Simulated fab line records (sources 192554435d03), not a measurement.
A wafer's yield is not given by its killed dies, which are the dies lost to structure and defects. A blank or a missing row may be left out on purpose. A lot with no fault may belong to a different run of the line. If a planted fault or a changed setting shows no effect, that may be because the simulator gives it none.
fab line records / flow n5Finfet
record lots=5 wafers=15 lastDay=17
route steps=1938 shown BEOL_M12@1624
lots untouched by any fault: they come from a run of this same line in which no faults occurred
startH: the number of hours between the record's first day and the start of the first shown wafer of the lot / waitH: how many hours have passed since the lot's step before this one / " identical to the entry in the row above / L1.1+2: a single row standing in for several wafers / - either no value or no given start / * or withheld: withheld / < > ~ a bound
route shown NAME@n: a module of which the file shows steps, and the number in the route of the first / usual: mean/standard deviation taken from wafers without a fault / same: alike in all rows / chamber/n: place in a boat / sites: each site's reading / _std_site: their standard deviation / _edge_site: outer sites' mean less inner sites' / radiusMm: for every site, how far away it sits from the centre of the wafer / mask NAME#n: copy n / behind: tool/chamber where the wafer was last shaped / hold: why the lot went on hold/how many hours it stayed there/how the hold came to an end / device: the transistor (n, p or np) that didn't switch / end of line: the route-end tests of the same wafers / a step given without rows: its recipe and nothing more / killed: at the first sort, the dies lost to defects and structure; wafer yield is something else / map: shows each die of a wafer: x if killed, . if not, _ if none is there
set.NAME: the run value of the setting; set.NAME@STEP: its run value at that earlier step / model.NAME: the simulator's own value behind a step, which no gauge read
lots at some steps of the route; a table a step, a row a wafer
services: when a tool's chamber went out of use (startH, in hours from the record's first day, below 0 if earlier), for how many hours, and the reason
## steps
# step N5_BEOL_M12_COAT_66
# recipe resist=SiARC tempC=220 timeS=60 spinRpm=1500 resistThkNm=110
# step N5_BEOL_M12_COAT_22
# recipe spinRpm=2888 resistThkNm=300
# step N5_BEOL_M12_EBR_24
# recipe solvent=PGMEA ebrWidthMm=1.5
# step N5_BEOL_M12_SOFTBAKE_23
# recipe tempC=130 timeS=60
# step N5_BEOL_M12_EXPOSE_25
# recipe maskId=M12 na=0.93 sourceShape=conventional sigmaOuter=0.4 polarization=unpolarized doseMj=21.8
# step N5_BEOL_M12_PEB_26
# recipe pebTempC=130 pebTimeS=90
# step N5_BEOL_M12_DEVELOP_27
# recipe developTimeS=45 rinseLiquid=diw dry=airSpin devTempC=21
# step N5_BEOL_M12_HARDBAKE_32
# recipe tempC=130 timeS=120
# step N5_BEOL_M12_CD_MEAS_28
# recipe targetCdNm=160.2 landingEnergyEv=500 detector=seInlens polarity=opening
# usual cdNm=160.6/1.1
lot.wafer=L568.2 tool=cdSem-01 chamber=0 startH=228.92 waitH=- cdNm=159.3
lot.wafer=L568.4 tool=cdSem-01 chamber=0 startH=228.92 waitH=- cdNm=158.8
lot.wafer=L568.5 tool=cdSem-01 chamber=0 startH=228.92 waitH=- cdNm=160.2
lot.wafer=L572.2 tool=cdSem-01 chamber=0 startH=260.19 waitH=- cdNm=161.2
lot.wafer=L572.4 tool=cdSem-01 chamber=0 startH=260.19 waitH=- cdNm=160.2
lot.wafer=L572.6 tool=cdSem-01 chamber=0 startH=260.19 waitH=- cdNm=160.3
lot.wafer=L578.4 tool=cdSem-01 chamber=0 startH=297.82 waitH=- cdNm=160.2
lot.wafer=L578.5 tool=cdSem-01 chamber=0 startH=297.82 waitH=- cdNm=160.2
lot.wafer=L578.6 tool=cdSem-01 chamber=0 startH=297.82 waitH=- cdNm=158.8
lot.wafer=L588.3 tool=cdSem-02 chamber=0 startH=355.37 waitH=- cdNm=162.7
lot.wafer=L588.4 tool=cdSem-02 chamber=0 startH=355.37 waitH=- cdNm=160.8
lot.wafer=L588.5 tool=cdSem-02 chamber=0 startH=355.37 waitH=- cdNm=161.1
lot.wafer=L591.3 tool=cdSem-02 chamber=0 startH=362.82 waitH=- cdNm=161.2
lot.wafer=L591.4 tool=cdSem-02 chamber=0 startH=362.82 waitH=- cdNm=161.7
lot.wafer=L591.6 tool=cdSem-02 chamber=0 startH=362.82 waitH=- cdNm=161.5
# step N5_BEOL_M12_OVL_MEAS_29
# recipe pointsPerWafer=44
# usual M12_OVL=2/5.1
lot.wafer=L568.2 tool=overlay-01 chamber=0 startH=228.95 waitH=0.0 M12_OVL[nm]=3
lot.wafer=L568.4 tool=overlay-01 chamber=0 startH=228.95 waitH=0.0 M12_OVL[nm]=0
lot.wafer=L568.5 tool=overlay-01 chamber=0 startH=228.95 waitH=0.0 M12_OVL[nm]=-5
lot.wafer=L572.2 tool=overlay-02 chamber=0 startH=260.22 waitH=0.0 M12_OVL[nm]=-1
lot.wafer=L572.4 tool=overlay-02 chamber=0 startH=260.22 waitH=0.0 M12_OVL[nm]=1
lot.wafer=L572.6 tool=overlay-02 chamber=0 startH=260.22 waitH=0.0 M12_OVL[nm]=5
lot.wafer=L578.4 tool=overlay-02 chamber=0 startH=297.84 waitH=0.0 M12_OVL[nm]=-1
lot.wafer=L578.5 tool=overlay-02 chamber=0 startH=297.84 waitH=0.0 M12_OVL[nm]=-2
lot.wafer=L578.6 tool=overlay-02 chamber=0 startH=297.84 waitH=0.0 M12_OVL[nm]=-6
lot.wafer=L588.3 tool=overlay-01 chamber=0 startH=355.40 waitH=0.0 M12_OVL[nm]=7
lot.wafer=L588.4 tool=overlay-01 chamber=0 startH=355.40 waitH=0.0 M12_OVL[nm]=11
lot.wafer=L588.5 tool=overlay-01 chamber=0 startH=355.40 waitH=0.0 M12_OVL[nm]=2
lot.wafer=L591.3 tool=overlay-02 chamber=0 startH=362.85 waitH=0.0 M12_OVL[nm]=-3
lot.wafer=L591.4 tool=overlay-02 chamber=0 startH=362.85 waitH=0.0 M12_OVL[nm]=-4
lot.wafer=L591.6 tool=overlay-02 chamber=0 startH=362.85 waitH=0.0 M12_OVL[nm]=-2
# step N5_BEOL_M12_INSPECT_30
# recipe mode=adi inspectInstrument=macro
# usual rawDefectCount=2.0/1.3
lot.wafer=L568.2 tool=defectInspect-02 chamber=- startH=228.98 waitH=0.0 rawDefectCount=0
lot.wafer=L568.4 tool=defectInspect-02 chamber=- startH=228.98 waitH=0.0 rawDefectCount=1
lot.wafer=L568.5 tool=defectInspect-02 chamber=- startH=228.98 waitH=0.0 rawDefectCount=0
lot.wafer=L572.2 tool=defectInspect-02 chamber=- startH=260.25 waitH=0.0 rawDefectCount=3
lot.wafer=L572.4 tool=defectInspect-02 chamber=- startH=260.25 waitH=0.0 rawDefectCount=0
lot.wafer=L572.6 tool=defectInspect-02 chamber=- startH=260.25 waitH=0.0 rawDefectCount=2
lot.wafer=L578.4 tool=defectInspect-01 chamber=- startH=297.87 waitH=0.0 rawDefectCount=3
lot.wafer=L578.5 tool=defectInspect-01 chamber=- startH=297.87 waitH=0.0 rawDefectCount=3
lot.wafer=L578.6 tool=defectInspect-01 chamber=- startH=297.87 waitH=0.0 rawDefectCount=1
lot.wafer=L588.3 tool=defectInspect-01 chamber=- startH=355.42 waitH=0.0 rawDefectCount=3
lot.wafer=L588.4 tool=defectInspect-01 chamber=- startH=355.42 waitH=0.0 rawDefectCount=2
lot.wafer=L588.5 tool=defectInspect-01 chamber=- startH=355.42 waitH=0.0 rawDefectCount=1
lot.wafer=L591.3 tool=defectInspect-02 chamber=- startH=362.88 waitH=0.0 rawDefectCount=2
lot.wafer=L591.4 tool=defectInspect-02 chamber=- startH=362.88 waitH=0.0 rawDefectCount=2
lot.wafer=L591.6 tool=defectInspect-02 chamber=- startH=362.88 waitH=0.0 rawDefectCount=2
# step N5_BEOL_M12_DESCUM_33
# recipe chemistry=O2 timeS=7.9 sourcePowerW=50 biasPowerW=20 pressureMtorr=20 rfFrequencyHz=2.712e+07 tempC=40 o2FlowSccm=225
# usual biasPowerW=19.99/0.061 drypumpMotorCurrentA=5.6/0.55 oesProductAu=0.83/0.077 rfVppV=243.2/1.2 showerheadPlenumPTorr=2.10/0.058 throttleValvePct=20.32/0.2
lot.wafer=L568.2 tool=rieDiel-04 chamber=0 startH=229.56 waitH=0.6 biasPowerW=19.93 drypumpMotorCurrentA=6.2 oesProductAu=0.82 rfHoursCounterH=73 rfVppV=242.9 showerheadPlenumPTorr=2.12 throttleValvePct=19.95
lot.wafer=L568.4 tool=rieDiel-04 chamber=1 startH=229.56 waitH=0.6 biasPowerW=20.03 drypumpMotorCurrentA=5.5 oesProductAu=0.70 rfHoursCounterH=217 rfVppV=241.5 showerheadPlenumPTorr=2.07 throttleValvePct=20.62
lot.wafer=L568.5 tool=rieDiel-04 chamber=0 startH=229.56 waitH=0.6 biasPowerW=19.97 drypumpMotorCurrentA=6.3 oesProductAu=0.81 rfHoursCounterH=- rfVppV=243.8 showerheadPlenumPTorr=2.12 throttleValvePct=19.96
lot.wafer=L572.2 tool=rieDiel-02 chamber=0 startH=260.28 waitH=0.0 biasPowerW=19.99 drypumpMotorCurrentA=5.0 oesProductAu=0.91 rfHoursCounterH=18 rfVppV=244.7 showerheadPlenumPTorr=2.23 throttleValvePct=20.28
lot.wafer=L572.4 tool=rieDiel-02 chamber=2 startH=260.28 waitH=0.0 biasPowerW=20.03 drypumpMotorCurrentA=5.0 oesProductAu=0.78 rfHoursCounterH=125 rfVppV=244.2 showerheadPlenumPTorr=2.10 throttleValvePct=20.61
lot.wafer=L572.6 tool=rieDiel-02 chamber=1 startH=260.28 waitH=0.0 biasPowerW=20.03 drypumpMotorCurrentA=6.7 oesProductAu=0.90 rfHoursCounterH=- rfVppV=243.4 showerheadPlenumPTorr=2.05 throttleValvePct=20.32
lot.wafer=L578.4 tool=rieDiel-02 chamber=2 startH=297.90 waitH=0.0 biasPowerW=20.00 drypumpMotorCurrentA=4.9 oesProductAu=0.77 rfHoursCounterH=138 rfVppV=242.9 showerheadPlenumPTorr=2.09 throttleValvePct=20.62
lot.wafer=L578.5 tool=rieDiel-02 chamber=0 startH=297.90 waitH=0.0 biasPowerW=20.05 drypumpMotorCurrentA=5.0 oesProductAu=0.87 rfHoursCounterH=- rfVppV=245.3 showerheadPlenumPTorr=2.22 throttleValvePct=20.29
lot.wafer=L578.6 tool=rieDiel-02 chamber=1 startH=297.90 waitH=0.0 biasPowerW=20.02 drypumpMotorCurrentA=6.7 oesProductAu=0.87 rfHoursCounterH=- rfVppV=241.5 showerheadPlenumPTorr=2.04 throttleValvePct=20.34
lot.wafer=L588.3 tool=rieDiel-04 chamber=2 startH=355.54 waitH=0.1 biasPowerW=19.95 drypumpMotorCurrentA=5.2 oesProductAu=0.81 rfHoursCounterH=108 rfVppV=243.3 showerheadPlenumPTorr=2.10 throttleValvePct=20.18
lot.wafer=L588.4 tool=rieDiel-04 chamber=3 startH=355.54 waitH=0.1 biasPowerW=20.08 drypumpMotorCurrentA=5.5 oesProductAu=0.74 rfHoursCounterH=183 rfVppV=242.4 showerheadPlenumPTorr=2.08 throttleValvePct=20.53
lot.wafer=L588.5 tool=rieDiel-04 chamber=1 startH=355.54 waitH=0.1 biasPowerW=20.04 drypumpMotorCurrentA=5.5 oesProductAu=0.97 rfHoursCounterH=- rfVppV=243.7 showerheadPlenumPTorr=2.06 throttleValvePct=20.27
lot.wafer=L591.3 tool=rieDiel-06 chamber=2 startH=363.12 waitH=0.2 biasPowerW=19.99 drypumpMotorCurrentA=6.1 oesProductAu=0.77 rfHoursCounterH=118 rfVppV=241.7 showerheadPlenumPTorr=2.02 throttleValvePct=20.47
lot.wafer=L591.4 tool=rieDiel-06 chamber=3 startH=363.12 waitH=0.2 biasPowerW=20.02 drypumpMotorCurrentA=5.0 oesProductAu=0.91 rfHoursCounterH=40 rfVppV=243.2 showerheadPlenumPTorr=2.04 throttleValvePct=20.27
lot.wafer=L591.6 tool=rieDiel-06 chamber=0 startH=363.12 waitH=0.2 biasPowerW=20.00 drypumpMotorCurrentA=5.8 oesProductAu=0.93 rfHoursCounterH=- rfVppV=243.2 showerheadPlenumPTorr=2.04 throttleValvePct=20.10
# step N5_BEOL_M12_ETCH_67
# recipe chemistry=CF4 target=SiARC targetDepthA=1430 timeS=238.3 ionEnergyEv=80 pressureMtorr=40 sourceW=545 biasW=36 Ar_flow_sccm=100 cf4FlowSccm=100 ends=cleared
# usual drypumpMotorCurrentA=5.6/0.55 etchRfOnTimeS=236/4.1 oesProductAu=0.71/0.066 rfVppV=184.0/1.1 showerheadPlenumPTorr=2.15/0.059 throttleValvePct=15.49/0.18
lot.wafer=L568.2 tool=rieDiel-04 chamber=0 startH=229.59 waitH=0.0 drypumpMotorCurrentA=6.2 etchRfOnTimeS=240 oesProductAu=0.69 rfHoursCounterH=73 rfVppV=183.7 showerheadPlenumPTorr=2.17 throttleValvePct=15.16
lot.wafer=L568.4 tool=rieDiel-04 chamber=1 startH=229.59 waitH=0.0 drypumpMotorCurrentA=5.4 etchRfOnTimeS=244 oesProductAu=0.60 rfHoursCounterH=217 rfVppV=183.4 showerheadPlenumPTorr=2.11 throttleValvePct=15.74
lot.wafer=L568.5 tool=rieDiel-04 chamber=0 startH=229.59 waitH=0.0 drypumpMotorCurrentA=6.2 etchRfOnTimeS=239 oesProductAu=0.70 rfHoursCounterH=- rfVppV=182.1 showerheadPlenumPTorr=2.17 throttleValvePct=15.16
lot.wafer=L572.2 tool=rieDiel-02 chamber=0 startH=260.32 waitH=0.0 drypumpMotorCurrentA=5.0 etchRfOnTimeS=238 oesProductAu=0.77 rfHoursCounterH=18 rfVppV=186.8 showerheadPlenumPTorr=2.28 throttleValvePct=15.45
lot.wafer=L572.4 tool=rieDiel-02 chamber=2 startH=260.32 waitH=0.0 drypumpMotorCurrentA=4.9 etchRfOnTimeS=234 oesProductAu=0.67 rfHoursCounterH=125 rfVppV=183.7 showerheadPlenumPTorr=2.14 throttleValvePct=15.81
lot.wafer=L572.6 tool=rieDiel-02 chamber=1 startH=260.32 waitH=0.0 drypumpMotorCurrentA=6.7 etchRfOnTimeS=236 oesProductAu=0.77 rfHoursCounterH=- rfVppV=183.2 showerheadPlenumPTorr=2.08 throttleValvePct=15.36
lot.wafer=L578.4 tool=rieDiel-02 chamber=2 startH=297.94 waitH=0.0 drypumpMotorCurrentA=4.9 etchRfOnTimeS=231 oesProductAu=0.66 rfHoursCounterH=138 rfVppV=183.4 showerheadPlenumPTorr=2.14 throttleValvePct=15.81
lot.wafer=L578.5 tool=rieDiel-02 chamber=0 startH=297.94 waitH=0.0 drypumpMotorCurrentA=5.0 etchRfOnTimeS=159 oesProductAu=0.96 rfHoursCounterH=- rfVppV=186.2 showerheadPlenumPTorr=2.27 throttleValvePct=15.49
lot.wafer=L578.6 tool=rieDiel-02 chamber=1 startH=297.94 waitH=0.0 drypumpMotorCurrentA=6.7 etchRfOnTimeS=233 oesProductAu=0.75 rfHoursCounterH=- rfVppV=184.3 showerheadPlenumPTorr=2.08 throttleValvePct=15.41
lot.wafer=L588.3 tool=rieDiel-04 chamber=2 startH=355.57 waitH=0.0 drypumpMotorCurrentA=5.1 etchRfOnTimeS=228 oesProductAu=0.71 rfHoursCounterH=108 rfVppV=183.4 showerheadPlenumPTorr=2.16 throttleValvePct=15.44
lot.wafer=L588.4 tool=rieDiel-04 chamber=3 startH=355.57 waitH=0.0 drypumpMotorCurrentA=5.5 etchRfOnTimeS=235 oesProductAu=0.62 rfHoursCounterH=183 rfVppV=184.1 showerheadPlenumPTorr=2.13 throttleValvePct=15.73
lot.wafer=L588.5 tool=rieDiel-04 chamber=1 startH=355.57 waitH=0.0 drypumpMotorCurrentA=5.5 etchRfOnTimeS=230 oesProductAu=0.82 rfHoursCounterH=- rfVppV=184.9 showerheadPlenumPTorr=2.10 throttleValvePct=15.33
lot.wafer=L591.3 tool=rieDiel-06 chamber=2 startH=363.16 waitH=0.0 drypumpMotorCurrentA=6.1 etchRfOnTimeS=244 oesProductAu=0.65 rfHoursCounterH=118 rfVppV=183.5 showerheadPlenumPTorr=2.07 throttleValvePct=15.63
lot.wafer=L591.4 tool=rieDiel-06 chamber=3 startH=363.16 waitH=0.0 drypumpMotorCurrentA=4.9 etchRfOnTimeS=231 oesProductAu=0.78 rfHoursCounterH=40 rfVppV=184.0 showerheadPlenumPTorr=2.10 throttleValvePct=15.44
lot.wafer=L591.6 tool=rieDiel-06 chamber=0 startH=363.16 waitH=0.0 drypumpMotorCurrentA=5.8 etchRfOnTimeS=234 oesProductAu=0.79 rfHoursCounterH=- rfVppV=184.5 showerheadPlenumPTorr=2.10 throttleValvePct=15.28
# step N5_BEOL_M12_ETCH_68
# recipe chemistry=N2/H2 target=SOC maskMaterial=SiARC sourceW=3000 biasW=350 tempC=40 timeS=285 ionEnergyEv=200 pressureMtorr=30 n2FlowSccm=200 h2FlowSccm=200
# usual drypumpMotorCurrentA=5.6/0.55 oesProductAu=0.83/0.077 rfVppV=524.0/2.2 showerheadPlenumPTorr=2.55/0.07 throttleValvePct=17.68/0.21
lot.wafer=L568.2 tool=rieDiel-04 chamber=0 startH=229.74 waitH=0.1 drypumpMotorCurrentA=6.3 oesProductAu=0.81 rfHoursCounterH=73 rfVppV=524.2 showerheadPlenumPTorr=2.57 throttleValvePct=17.26
lot.wafer=L568.4 tool=rieDiel-04 chamber=1 startH=229.74 waitH=0.1 drypumpMotorCurrentA=5.5 oesProductAu=0.70 rfHoursCounterH=217 rfVppV=521.7 showerheadPlenumPTorr=2.52 throttleValvePct=18.00
lot.wafer=L568.5 tool=rieDiel-04 chamber=0 startH=229.74 waitH=0.1 drypumpMotorCurrentA=6.3 oesProductAu=0.81 rfHoursCounterH=- rfVppV=524.0 showerheadPlenumPTorr=2.57 throttleValvePct=17.25
lot.wafer=L572.2 tool=rieDiel-02 chamber=0 startH=260.46 waitH=0.1 drypumpMotorCurrentA=5.0 oesProductAu=0.91 rfHoursCounterH=18 rfVppV=530.2 showerheadPlenumPTorr=2.71 throttleValvePct=17.60
lot.wafer=L572.4 tool=rieDiel-02 chamber=2 startH=260.46 waitH=0.1 drypumpMotorCurrentA=4.9 oesProductAu=0.77 rfHoursCounterH=125 rfVppV=523.1 showerheadPlenumPTorr=2.56 throttleValvePct=18.01
lot.wafer=L572.6 tool=rieDiel-02 chamber=1 startH=260.46 waitH=0.1 drypumpMotorCurrentA=6.7 oesProductAu=0.89 rfHoursCounterH=- rfVppV=522.4 showerheadPlenumPTorr=2.48 throttleValvePct=17.64
lot.wafer=L578.4 tool=rieDiel-02 chamber=2 startH=298.08 waitH=0.1 drypumpMotorCurrentA=4.9 oesProductAu=0.76 rfHoursCounterH=139 rfVppV=524.5 showerheadPlenumPTorr=2.55 throttleValvePct=18.05
lot.wafer=L578.5 tool=rieDiel-02 chamber=0 startH=298.08 waitH=0.1 drypumpMotorCurrentA=5.0 oesProductAu=0.87 rfHoursCounterH=- rfVppV=527.7 showerheadPlenumPTorr=2.70 throttleValvePct=17.64
lot.wafer=L578.6 tool=rieDiel-02 chamber=1 startH=298.08 waitH=0.1 drypumpMotorCurrentA=6.7 oesProductAu=0.87 rfHoursCounterH=- rfVppV=521.9 showerheadPlenumPTorr=2.48 throttleValvePct=17.67
lot.wafer=L588.3 tool=rieDiel-04 chamber=2 startH=355.72 waitH=0.1 drypumpMotorCurrentA=5.2 oesProductAu=0.82 rfHoursCounterH=108 rfVppV=524.5 showerheadPlenumPTorr=2.55 throttleValvePct=17.57
lot.wafer=L588.4 tool=rieDiel-04 chamber=3 startH=355.72 waitH=0.1 drypumpMotorCurrentA=5.5 oesProductAu=0.74 rfHoursCounterH=183 rfVppV=524.3 showerheadPlenumPTorr=2.53 throttleValvePct=17.92
lot.wafer=L588.5 tool=rieDiel-04 chamber=1 startH=355.72 waitH=0.1 drypumpMotorCurrentA=5.5 oesProductAu=0.95 rfHoursCounterH=- rfVppV=523.1 showerheadPlenumPTorr=2.50 throttleValvePct=17.62
lot.wafer=L591.3 tool=rieDiel-06 chamber=2 startH=363.30 waitH=0.1 drypumpMotorCurrentA=6.1 oesProductAu=0.76 rfHoursCounterH=118 rfVppV=522.1 showerheadPlenumPTorr=2.45 throttleValvePct=17.83
lot.wafer=L591.4 tool=rieDiel-06 chamber=3 startH=363.30 waitH=0.1 drypumpMotorCurrentA=5.0 oesProductAu=0.91 rfHoursCounterH=40 rfVppV=522.3 showerheadPlenumPTorr=2.49 throttleValvePct=17.71
lot.wafer=L591.6 tool=rieDiel-06 chamber=0 startH=363.30 waitH=0.1 drypumpMotorCurrentA=5.8 oesProductAu=0.94 rfHoursCounterH=- rfVppV=521.9 showerheadPlenumPTorr=2.49 throttleValvePct=17.52
## services
tool=rieDiel-02 chamber=- startH=217.41 hours=0.9 kind=repair
tool=rieDiel-02 chamber=- startH=221.67 hours=28.1 kind=pm
tool=rieDiel-06 chamber=3 startH=240.20 hours=- kind=clean
tool=rieDiel-06 chamber=3 startH=240.20 hours=- kind=consumableReplace:focusRing
tool=rieDiel-06 chamber=3 startH=240.20 hours=19.6 kind=scheduledDown
tool=rieDiel-06 chamber=3 startH=240.20 hours=19.6 kind=ventCycle
tool=rieDiel-04 chamber=1 startH=283.96 hours=9.8 kind=repair
tool=rieDiel-06 chamber=0 startH=291.93 hours=- kind=clean
tool=rieDiel-06 chamber=0 startH=291.93 hours=- kind=consumableReplace:focusRing
tool=rieDiel-06 chamber=0 startH=291.93 hours=14.4 kind=scheduledDown
tool=rieDiel-06 chamber=0 startH=291.93 hours=14.4 kind=ventCycle
tool=rieDiel-04 chamber=2 startH=306.92 hours=9.3 kind=repair
tool=rieDiel-04 chamber=1 startH=322.19 hours=- kind=clean
tool=rieDiel-04 chamber=1 startH=322.19 hours=- kind=consumableReplace:focusRing
tool=rieDiel-04 chamber=1 startH=322.19 hours=16.8 kind=scheduledDown
tool=rieDiel-04 chamber=1 startH=322.19 hours=16.8 kind=ventCycle
tool=rieDiel-02 chamber=0 startH=360.62 hours=1.7 kind=repair
## key
firstSign step=N5_BEOL_M12_ETCH_67 reading=etchRfOnTimeS direction=down sigmas=19 usual=* struck=*
effect step=N5_BEOL_M12_ETCH_67 reading=oesProductAu direction=up sigmas=3.8 usual=0.71 struck=0.96
metAt N5_BEOL_M12_ETCH_67
struckWafers L578.5
onsetBetween 260.32 297.94
fault kind=processParameterDrift tool=rieDiel-02 chamber=0 onsetH=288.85 steps=N5_BEOL_M12_ETCH_67 channel=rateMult offset=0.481 shape=step endH=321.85
